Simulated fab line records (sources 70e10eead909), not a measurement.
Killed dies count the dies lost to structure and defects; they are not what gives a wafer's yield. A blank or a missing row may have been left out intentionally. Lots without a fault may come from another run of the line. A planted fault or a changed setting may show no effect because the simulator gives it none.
fab line records | flow nand-harc
record: lots: 14 | wafers: 36 | last-day: 34
route steps=1302 shown A_M0@1148 END@1302
lots with no fault: from the same line, run without faults
start-h: hours from the record's opening day to when the first of the lot's shown wafers began | wait-h: time in hours since the lot's previous step | " same as the row above | L1.1+2: one row covering several wafers at once | - either no value or no given start | * or withheld: withheld | < > ~ a bound
route shown NAME@n: a module of which the file shows steps, and the number in the route of the first | usual: the fault-free wafers' mean and standard deviation | same: alike in all rows | chamber/n: place in a boat | sites: each site's reading | _std_site: standard deviation of those values | _edge_site: the outer-site mean with the inner-site mean subtracted | radius-mm: for every site, how far away it sits from the centre of the wafer | mask NAME#n: copy n | behind: the most recent tool/chamber to have shaped the wafer | hold: why the lot went on hold/how many hours it stayed there/how the hold came to an end | device: whichever transistor did not switch (one of n, p or np) | end of line: tests run on the same wafers once the route is complete | step lacking rows: just its recipe | killed: dies that structure and defects cost at the first sort, which is not the same as the wafer's yield | map: dies across one wafer; x = killed, . = not, _ = none there
set.NAME: setting as actually run; set.NAME@STEP: the setting as run at that earlier step | model.NAME: the simulator's own value behind a step, which no gauge read
one table for each step of the route and one row for each wafer, over a sample of lots
services: a tool's chamber out of use, with start hour (start-h, from the record's first day; less than 0 if before it), hours out, and reason
== steps ==
step: NHARC_A_M0_OVL_MEAS_10
recipe: pitch-nm: 160
usual: overlay-x-nm: -0.1/0.79 | overlay-y-nm: 0.0/0.72
lot.wafer | tool       | chamber | start-h | wait-h | overlay-x-nm | overlay-y-nm
L774.1    | overlay-02 | -       | 516.45  | -      | -0.4         | 0.4
L774.5    | "          | -       | "       | "      | -1.2         | -0.1
L774.6    | "          | -       | "       | "      | -0.8         | 0.3
L778.3    | overlay-01 | -       | 557.17  | -      | -0.2         | 0.3
L778.4    | "          | -       | "       | "      | 0.2          | 0.0
L778.6    | "          | -       | "       | "      | -0.4         | -0.1
L779.2    | overlay-01 | -       | 583.36  | -      | 0.8          | 0.4
L779.4    | "          | -       | "       | "      | 0.1          | 1.2
L779.6    | "          | -       | "       | "      | 0.3          | 0.7
L783.5    | overlay-01 | -       | 617.90  | -      | 0.9          | -0.6
L784.5    | overlay-01 | -       | 630.22  | -      | 1.3          | 0.9
L785.2    | overlay-01 | -       | 634.46  | -      | -0.5         | -0.7
L785.5    | "          | -       | "       | "      | -0.1         | -1.2
L785.6    | "          | -       | "       | "      | -0.6         | -0.8
L786.5    | overlay-02 | -       | 641.43  | -      | 0.0          | -0.4
L791.1    | overlay-02 | -       | 671.71  | -      | -0.5         | -0.2
L791.2    | "          | -       | "       | "      | -0.7         | -0.3
L791.5    | "          | -       | "       | "      | -0.8         | -0.5
L790.1    | overlay-02 | -       | 672.84  | -      | 0.9          | -0.8
L790.3    | "          | -       | "       | "      | 1.2          | -1.1
L790.6    | "          | -       | "       | "      | 0.9          | -1.1
L792.1    | overlay-01 | -       | 707.55  | -      | -0.6         | 1.2
L792.3    | "          | -       | "       | "      | -0.5         | 1.2
L792.6    | "          | -       | "       | "      | 0.0          | 1.1
L793.1    | overlay-01 | -       | 709.06  | -      | 0.1          | -0.7
L793.3    | "          | -       | "       | "      | 0.2          | -1.5
L793.6    | "          | -       | "       | "      | 0.1          | -1.2
L794.1    | overlay-01 | -       | 719.15  | -      | 0.6          | 0.8
L794.4    | "          | -       | "       | "      | 0.1          | 0.6
L794.5    | "          | -       | "       | "      | 0.6          | 0.3
L795.1    | overlay-01 | -       | 721.60  | -      | 0.4          | -0.4
L795.3    | "          | -       | "       | "      | 0.8          | -0.5
L795.6    | "          | -       | "       | "      | 0.7          | -0.1
L797.1    | overlay-02 | -       | 759.24  | -      | -0.8         | 0.8
L797.3    | "          | -       | "       | "      | -0.5         | 0.7
L797.5    | "          | -       | "       | "      | -1.2         | 0.5
step: NHARC_A_M0_ETCH_34
recipe: target-depth-a: 400 | overetch-a: 120 | time-s: 43.94 | ion-energy-ev: 200 | n2-flow-sccm: 150 | h2-flow-sccm: 150 | ar-flow-sccm: 0 | rf-w: 400 | bias-w: 150 | chemistry: N2/H2
usual: chamber-pressure-mTorr: 30.000/0.024 | drypump-motor-current-A: 5.5/0.52 | oes-product-au: 0.993/0.013 | rf-fwd-power-W: 395.3/2.1 | rf-vpp-V: 430.8/2.5 | showerhead-plenum-p-Torr: 2.05/0.086 | throttle-valve-pct: 14.172/0.0091
lot.wafer | tool        | chamber | start-h | wait-h | chamber-pressure-mTorr | drypump-motor-current-A | oes-product-au | rf-fwd-power-W | rf-hours-counter-h | rf-vpp-V | showerhead-plenum-p-Torr | throttle-valve-pct
L774.1    | rie-diel-13 | 2       | 516.65  | 0.1    | 30.002                 | 5.2                     | 0.977          | 393.3          | 7.8                | 433.6    | 2.17                     | 14.170
L774.6    | "           | 3       | "       | "      | 30.014                 | 5.8                     | 0.994          | 393.9          | -                  | 431.5    | 2.07                     | 14.183
L774.5    | "           | 0       | "       | "      | 29.951                 | 5.1                     | 1.004          | 392.0          | -                  | 427.4    | 1.90                     | 14.162
L778.3    | rie-diel-04 | 1       | 557.36  | 0.1    | 29.996                 | 5.7                     | 1.035          | 398.3          | 0.4                | 429.2    | 1.98                     | 14.158
L778.4    | "           | 2       | "       | "      | 29.970                 | 5.8                     | 0.991          | 396.5          | 0.4                | 431.6    | 2.12                     | 14.158
L778.6    | "           | 3       | "       | "      | 29.973                 | 5.0                     | 0.987          | 394.1          | -                  | 430.8    | 2.01                     | 14.168
L779.4    | rie-diel-02 | 3       | 583.54  | 0.1    | 29.977                 | 5.9                     | 1.004          | 397.1          | 0.2                | 434.2    | 2.14                     | 14.177
L779.2    | "           | 0       | "       | "      | 30.050                 | 5.3                     | 1.014          | 393.0          | 0.4                | 433.1    | 2.14                     | 14.183
L779.6    | "           | 3       | "       | "      | 30.004                 | 5.9                     | 1.007          | 395.8          | -                  | 433.8    | 2.14                     | 14.181
L783.5    | rie-diel-13 | 1       | 618.10  | 0.1    | 29.973                 | 4.9                     | 0.993          | 391.7          | -                  | 431.7    | 2.11                     | 14.158
L784.5    | rie-diel-13 | 1       | 630.43  | 0.1    | 29.958                 | 4.8                     | 0.976          | 394.0          | -                  | 432.5    | 2.11                     | 14.155
L785.2    | rie-diel-04 | 3       | 634.64  | 0.1    | 29.984                 | 5.1                     | 0.990          | 395.6          | 4.3                | 429.5    | 2.01                     | 14.181
L785.5    | "           | 3       | "       | "      | 29.987                 | 5.0                     | 0.989          | 393.4          | -                  | 430.3    | 2.01                     | 14.178
L785.6    | "           | 0       | "       | "      | 30.002                 | 6.2                     | 0.992          | 396.5          | -                  | 431.6    | 2.09                     | 14.177
L786.5    | rie-diel-13 | 1       | 641.66  | 0.1    | 30.004                 | 4.9                     | 0.987          | 391.2          | -                  | 433.2    | 2.11                     | 14.181
L791.2    | rie-diel-02 | 0       | 671.90  | 0.1    | 29.998                 | 5.3                     | 1.016          | 392.9          | 4.4                | 433.2    | 2.14                     | 14.169
L791.1    | "           | 1       | "       | "      | 30.024                 | 6.7                     | 0.997          | 393.9          | 4.9                | 426.2    | 1.89                     | 14.158
L791.5    | "           | 1       | "       | "      | 29.997                 | 6.7                     | 0.995          | 395.0          | -                  | 426.5    | 1.89                     | 14.169
L790.1    | rie-diel-04 | 1       | 673.03  | 0.1    | 29.974                 | 5.7                     | 1.013          | 397.8          | 7.7                | 428.3    | 1.98                     | 14.172
L790.3    | "           | 2       | "       | "      | 30.047                 | 5.8                     | 0.997          | 396.0          | 5.9                | 433.3    | 2.11                     | 14.181
L790.6    | "           | 0       | "       | "      | 29.968                 | 6.2                     | 1.000          | 394.7          | -                  | 431.8    | 2.08                     | 14.176
L792.3    | rie-diel-13 | 2       | 707.73  | 0.1    | 29.994                 | 5.1                     | 0.976          | 393.6          | 0.1                | 434.3    | 2.17                     | 14.170
L792.1    | "           | 0       | "       | "      | 30.018                 | 5.1                     | 0.983          | 393.8          | 0.0                | 426.9    | 1.90                     | 14.164
L792.6    | "           | 2       | "       | "      | 29.984                 | 5.1                     | 0.987          | 395.9          | -                  | 435.5    | 2.17                     | 14.175
L793.1    | rie-diel-13 | 2       | 709.25  | 0.1    | 29.970                 | 5.1                     | 0.974          | 394.6          | 0.1                | 434.8    | 2.17                     | 14.181
L793.3    | "           | 3       | "       | "      | 29.997                 | 5.8                     | 0.996          | 397.8          | 0.1                | 432.3    | 2.07                     | 14.169
L793.6    | "           | 2       | "       | "      | 30.005                 | 5.1                     | 0.983          | 395.3          | -                  | 434.1    | 2.17                     | 14.182
L794.1    | rie-diel-02 | 3       | 719.35  | 0.1    | 30.034                 | 5.9                     | 0.992          | 397.2          | 6.8                | 432.7    | 2.14                     | 14.164
L794.5    | "           | 1       | "       | "      | 30.015                 | 6.7                     | 0.998          | 392.5          | -                  | 426.2    | 1.89                     | 14.156
L794.4    | "           | 2       | "       | "      | 30.002                 | 6.6                     | 0.987          | 395.1          | -                  | 428.0    | 2.01                     | 14.173
L795.3    | rie-diel-13 | 3       | 721.79  | 0.1    | 30.008                 | 5.8                     | 0.987          | 394.6          | 0.8                | 430.9    | 2.07                     | 14.173
L795.1    | "           | 1       | "       | "      | 30.026                 | 4.9                     | 0.986          | 392.7          | 0.7                | 435.1    | 2.11                     | 14.174
L795.6    | "           | 2       | "       | "      | 30.009                 | 5.2                     | 0.971          | 396.4          | -                  | 434.3    | 2.17                     | 14.187
L797.3    | rie-diel-04 | 0       | 759.43  | 0.1    | 30.009                 | 6.2                     | 0.991          | 395.9          | 2.2                | 431.0    | 2.08                     | 14.168
L797.1    | "           | 3       | "       | "      | 29.961                 | 5.1                     | 0.974          | 393.7          | 2.8                | 429.5    | 2.00                     | 14.167
L797.5    | "           | 0       | "       | "      | 30.002                 | 6.2                     | 0.975          | 397.9          | -                  | 430.0    | 2.08                     | 14.177
step: NHARC_A_M0_PVD_21
recipe: target-thk-a: 300 | chamber-pressure-pa: 5 | power-w: 5000 | substrate-temp-c: 30 | time-s: 20.49 | material: Cu
usual: throttle-valve-pct: 30.0/1.1
lot.wafer | tool           | chamber | start-h | wait-h | throttle-valve-pct
L774.1    | pvd-sputter-02 | -       | -       | -      | 29.6
L774.5    | "              | -       | "       | "      | 29.7
L774.6    | "              | -       | "       | "      | 29.0
L778.4    | pvd-sputter-01 | -       | -       | -      | 29.6
L778.3    | "              | -       | "       | "      | 29.9
L778.6    | "              | -       | "       | "      | 31.3
L779.4    | pvd-sputter-02 | -       | -       | -      | 30.7
L779.2    | "              | -       | "       | "      | 29.3
L779.6    | "              | -       | "       | "      | 27.6
L783.5    | pvd-sputter-01 | -       | -       | -      | 31.1
L784.5    | pvd-sputter-02 | -       | -       | -      | 29.5
L785.2    | pvd-sputter-02 | -       | -       | -      | 27.4
L785.6    | "              | -       | "       | "      | 30.8
L785.5    | "              | -       | "       | "      | 27.4
L786.5    | pvd-sputter-03 | -       | -       | -      | 28.6
L791.2    | pvd-sputter-03 | -       | -       | -      | 29.3
L791.1    | "              | -       | "       | "      | 30.9
L791.5    | "              | -       | "       | "      | 29.2
L790.1    | pvd-sputter-02 | -       | -       | -      | 28.9
L790.3    | "              | -       | "       | "      | 30.1
L790.6    | "              | -       | "       | "      | 28.8
L792.1    | pvd-sputter-01 | -       | -       | -      | 30.1
L792.3    | "              | -       | "       | "      | 30.3
L792.6    | "              | -       | "       | "      | 32.0
L793.3    | pvd-sputter-01 | -       | -       | -      | 31.8
L793.1    | "              | -       | "       | "      | 30.2
L793.6    | "              | -       | "       | "      | 30.2
L794.1    | pvd-sputter-01 | -       | -       | -      | 31.1
L794.4    | "              | -       | "       | "      | 30.0
L794.5    | "              | -       | "       | "      | 31.7
L795.1    | pvd-sputter-03 | -       | -       | -      | 29.0
L795.3    | "              | -       | "       | "      | 30.2
L795.6    | "              | -       | "       | "      | 29.0
L797.1    | pvd-sputter-02 | -       | -       | -      | 28.7
L797.3    | "              | -       | "       | "      | 30.0
L797.5    | "              | -       | "       | "      | 30.0
step: NHARC_A_M0_CMP_23
recipe: t-overpolish-s: 20 | target-thk-nm: 113.75
usual: motor-current-A: 12.6/1.4 | time-to-endpoint-s: 30.4/2.6
lot.wafer | tool   | chamber | start-h | wait-h | motor-current-A | time-to-endpoint-s
L774.1    | cmp-02 | 2       | 518.59  | -      | 13.6            | 31.1
L774.5    | "      | 1       | "       | "      | 13.8            | 31.2
L774.6    | "      | 2       | "       | "      | 14.1            | 29.0
L778.4    | cmp-01 | 1       | 559.29  | -      | 11.7            | 26.2
L778.3    | "      | 3       | "       | "      | 14.1            | 31.3
L778.6    | "      | 2       | "       | "      | 11.0            | 32.1
L779.2    | cmp-01 | 1       | 585.51  | -      | 11.9            | 27.6
L779.4    | "      | 2       | "       | "      | 10.7            | 37.0
L779.6    | "      | 0       | "       | "      | 10.9            | 34.4
L783.5    | cmp-01 | 3       | 620.09  | -      | 13.4            | 30.5
L784.5    | cmp-04 | 3       | 632.49  | -      | 11.8            | 30.1
L785.2    | cmp-04 | 1       | 636.92  | -      | 13.8            | 30.7
L785.6    | "      | 2       | "       | "      | 10.8            | 30.2
L785.5    | "      | 3       | "       | "      | 11.3            | 27.6
L786.5    | cmp-02 | 0       | 643.69  | -      | 12.4            | 34.8
L791.1    | cmp-04 | 2       | 673.87  | -      | 11.2            | 31.5
L791.2    | "      | 0       | "       | "      | 15.0            | 32.9
L791.5    | "      | 2       | "       | "      | 11.1            | 29.1
L790.3    | cmp-04 | 1       | 675.06  | -      | 13.6            | 30.0
L790.1    | "      | 2       | "       | "      | 10.9            | 28.0
L790.6    | "      | 3       | "       | "      | 11.5            | 25.2
L792.3    | cmp-02 | 3       | 709.69  | -      | 13.3            | 30.5
L792.1    | "      | 0       | "       | "      | 12.2            | 32.6
L792.6    | "      | 3       | "       | "      | 13.6            | 29.9
L793.1    | cmp-01 | 1       | 711.18  | -      | 11.4            | 27.1
L793.3    | "      | 2       | "       | "      | 10.8            | 32.1
L793.6    | "      | 1       | "       | "      | 11.3            | 27.6
L794.4    | cmp-02 | 0       | 721.35  | -      | 11.8            | 34.6
L794.1    | "      | 1       | "       | "      | 14.2            | 29.3
L794.5    | "      | 3       | "       | "      | 12.8            | 29.5
L795.3    | cmp-01 | 2       | 723.71  | -      | 11.1            | 33.8
L795.1    | "      | 1       | "       | "      | 11.8            | 28.4
L795.6    | "      | 3       | "       | "      | 13.3            | 31.9
L797.3    | cmp-02 | 3       | 761.40  | -      | 13.6            | 26.0
L797.1    | "      | 1       | "       | "      | 13.9            | 25.2
L797.5    | "      | 3       | "       | "      | 12.9            | 24.1
step: NHARC_END_SORT_01
recipe: temp-c: 25
usual: defect-limited-yield: 91/3.1 | killed-at-array: 57/21 | killed-at-other: 0.9/1.2 | killed-at-periphery: 4.2/2.9 | killed-dies: 62/21 | killed-open: 3.2/1.8 | killed-short: 2.4/1.5
same: gross-dies: 677
lot.wafer | tool      | chamber | start-h | wait-h | defect-limited-yield[%] | killed-at-array | killed-at-other | killed-at-periphery | killed-dies | killed-open | killed-short
L783.5    | prober-02 | 0       | 679.27  | 3.7    | 78                      | 150             | 0               | 1                   | 151         | 3           | 3
L784.5    | prober-01 | 0       | 686.74  | 3.7    | 79                      | 142             | 0               | 0                   | 142         | 2           | 1
L786.5    | prober-02 | 0       | 699.27  | 3.7    | 82                      | 116             | 0               | 8                   | 124         | 5           | 4
L790.1    | prober-01 | 0       | 713.25  | 2.5    | 90                      | 61              | 1               | 4                   | 66          | 3           | 6
L792.1    | prober-02 | 0       | 749.11  | 2.5    | 89                      | 63              | 2               | 9                   | 74          | 4           | 2
L792.3    | prober-02 | 0       | 750.71  | 3.1    | 88                      | 67              | 6               | 6                   | 79          | 6           | 2
L792.6    | prober-02 | 0       | 753.10  | 4.0    | 91                      | 57              | 1               | 4                   | 62          | 1           | 1
killed by level:class
L783.5 A_M0:unspecified=70 A_CHANNEL_HOLE_D1:chamber-film-flake=33 A_SLIT:chamber-film-flake=19 A_CHANNEL_HOLE_D2:chamber-film-flake=9 A_M1:chamber-film-flake=3 A_CHANNEL_FILL_D2:chamber-film-flake=3 A_STAIRCASE:chamber-film-flake=3 A_SGD_CUT:geometric-particle:short=2
L784.5 A_M0:unspecified=76 A_CHANNEL_HOLE_D1:chamber-film-flake=37 A_SLIT:chamber-film-flake=21 A_STAIRCASE:chamber-film-flake=2 A_CHANNEL_HOLE_D1:geometric-particle:short=1 A_CHANNEL_FILL_D1:geometric-particle:open=1 A_WL_FILL:geometric-particle:open=1 A_CHANNEL_FILL_D2:chamber-film-flake=1
L786.5 A_M0:unspecified=74 A_CHANNEL_HOLE_D1:chamber-film-flake=25 P_M1:chamber-film-flake=4 A_CONTACT:chamber-film-flake=3 A_CHANNEL_FILL_D2:chamber-film-flake=3 A_ONON_D1:geometric-particle:short=2 A_ONON_D2:geometric-particle:open=2 P_GATE:chamber-film-flake=2
L790.1 A_CHANNEL_HOLE_D2:chamber-film-flake=25 A_CHANNEL_HOLE_D1:chamber-film-flake=8 A_SLIT:chamber-film-flake=7 A_CONTACT:chamber-film-flake=7 A_CHANNEL_FILL_D2:chamber-film-flake=4 A_STAIRCASE:chamber-film-flake=2 P_CONTACT:geometric-particle:short=1 P_M0:geometric-particle:short=1
L792.1 A_SLIT:chamber-film-flake=23 A_CHANNEL_HOLE_D2:chamber-film-flake=22 A_CHANNEL_HOLE_D1:chamber-film-flake=7 P_M0:chamber-film-flake=5 A_CONTACT:chamber-film-flake=4 A_STAIRCASE:chamber-film-flake=3 P_CONTACT:geometric-particle:open=2 THIN_TSV:chamber-film-flake=2
L792.3 A_SLIT:chamber-film-flake=25 A_CHANNEL_HOLE_D2:chamber-film-flake=22 A_CHANNEL_HOLE_D1:chamber-film-flake=8 A_CONTACT:chamber-film-flake=7 THIN_TSV:chamber-film-flake=3 P_M0:chamber-film-flake=2 STARTING-WAFER:geometric-particle:open=2 A_STAIRCASE:chamber-film-flake=2
L792.6 A_SLIT:chamber-film-flake=19 A_CHANNEL_HOLE_D2:chamber-film-flake=19 A_CHANNEL_HOLE_D1:chamber-film-flake=9 P_M0:chamber-film-flake=4 A_M0:chamber-film-flake=3 A_STAIRCASE:chamber-film-flake=2 A_CONTACT:chamber-film-flake=2 A_DECK1_JOINT:geometric-particle:short=1
== services ==
tool           | chamber | start-h | hours | kind
cmp-02         | -       | 495.29  | 2.1   | repair
rie-diel-13    | -       | 519.00  | 9.0   | pm
cmp-02         | -       | 531.07  | 4.0   | pm
cmp-01         | -       | 533.28  | 4.0   | pm
pvd-sputter-02 | -       | 555.61  | 2.7   | repair
rie-diel-13    | 2       | 556.86  | 5.6   | repair
pvd-sputter-01 | -       | 565.00  | 6.8   | repair
pvd-sputter-01 | -       | 582.00  | 10.0  | pm
cmp-01         | -       | 588.37  | 0.3   | repair
cmp-01         | -       | 614.30  | 0.9   | repair
cmp-02         | -       | 622.13  | 9.3   | repair
cmp-01         | -       | 631.28  | 4.0   | pm
pvd-sputter-02 | -       | 638.00  | 10.0  | pm
rie-diel-13    | 2       | 640.68  | 29.4  | repair
cmp-01         | -       | 657.81  | 4.5   | repair
cmp-01         | -       | 674.38  | 1.5   | repair
rie-diel-13    | -       | 696.00  | 9.0   | pm
pvd-sputter-02 | -       | 708.31  | 1.0   | repair
rie-diel-13    | 0       | 712.19  | 4.0   | repair
cmp-01         | -       | 719.82  | 2.1   | repair
cmp-01         | -       | 729.28  | 4.0   | pm
cmp-02         | -       | 729.42  | 4.0   | pm
cmp-02         | -       | 752.02  | 6.5   | repair
rie-diel-13    | 1       | 752.20  | 7.6   | repair
== key ==
first-sign: step: NHARC_END_SORT_01 | reading: killed-at-array | direction: up | sigmas: 3.8 | usual: 57 | struck: 136
effect: step: NHARC_END_SORT_01 | reading: defect-limited-yield | direction: down | sigmas: 3.7 | usual: 91 | struck: 79
more-kills-born-at: NHARC_A_M0_ETCH_34@rie-diel-13: 220
met-at NHARC_A_M0_ETCH_34
struck-lots L783,L784,L786
struck-wafers L783.5,L784.5,L786.5
not-acting-at NHARC_A_M0_OVL_MEAS_10,NHARC_A_M0_PVD_21,NHARC_A_M0_CMP_23
fault: kind: chamber-particle-source | tool: rie-diel-13 | chamber: 1 | onset-h: 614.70 | steps: NHARC_A_M0_ETCH_34 | rate-per-visit-cm2: 0.88362 | end-h: 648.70
